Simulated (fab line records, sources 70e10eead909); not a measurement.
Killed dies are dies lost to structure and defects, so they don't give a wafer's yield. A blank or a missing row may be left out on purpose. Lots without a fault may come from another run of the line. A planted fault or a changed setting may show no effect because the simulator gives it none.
Chamber matching | flow nand_harc | NHARC_A_CHANNEL_FILL_D1_ALD_02 on ald_hk-03: 4 sister chambers
The step deposits SiO2, target thk 6 nm, pulse time 10 s, ald cycles 60. 4 wafers are shown with their chamber, then 10 later ones without.

WAFERS WITH THEIR CHAMBER
wafer  | chamber | heater_power_w (W)
L082.6 | 2       | 421
L089.5 | 1       | 413
L088.3 | 3       | 447
L088.4 | 0       | 523

WAFERS WITHOUT THEIR CHAMBER
wafer  | heater_power_w (W)
L088.6 | 507
L091.3 | 447
L091.5 | 411
L091.6 | 433
L090.1 | 413
L090.2 | 419
L090.3 | 429
L093.2 | 446
L093.4 | 411
L093.6 | 526

WHICH CHAMBER EACH WENT THROUGH
wafer  | from the rows above          | in truth
L088.6 | 0                            | 0
L091.3 | 3                            | 3
L091.5 | can't be placed: 1 or 2      | 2
L091.6 | can't be placed: 2 or 3 or 1 | 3
L090.1 | can't be placed: 1 or 2      | 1
L090.2 | can't be placed: 2 or 1      | 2
L090.3 | can't be placed: 2 or 1 or 3 | 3
L093.2 | 3                            | 3
L093.4 | can't be placed: 1 or 2      | 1
L093.6 | 0                            | 0
Placed correctly: 4 of 10. Can't be placed from these rows: 6 (the true chamber is among the candidates in 6). Placed wrongly: 0.
How it was worked out, from the rows above alone: a wafer's distance from a chamber is the root of the sum, over the readings, of the square of ((its reading less the chamber's mean) divided by the reading's scatter). The wafer belongs to the nearest chamber; if the next one is less than 2 further off, it can't be placed. A chamber's mean is the mean of its shown wafers. The scatter: with one shown wafer a chamber, the root of the mean of the squares of how far each hidden wafer lies from its nearest shown one.
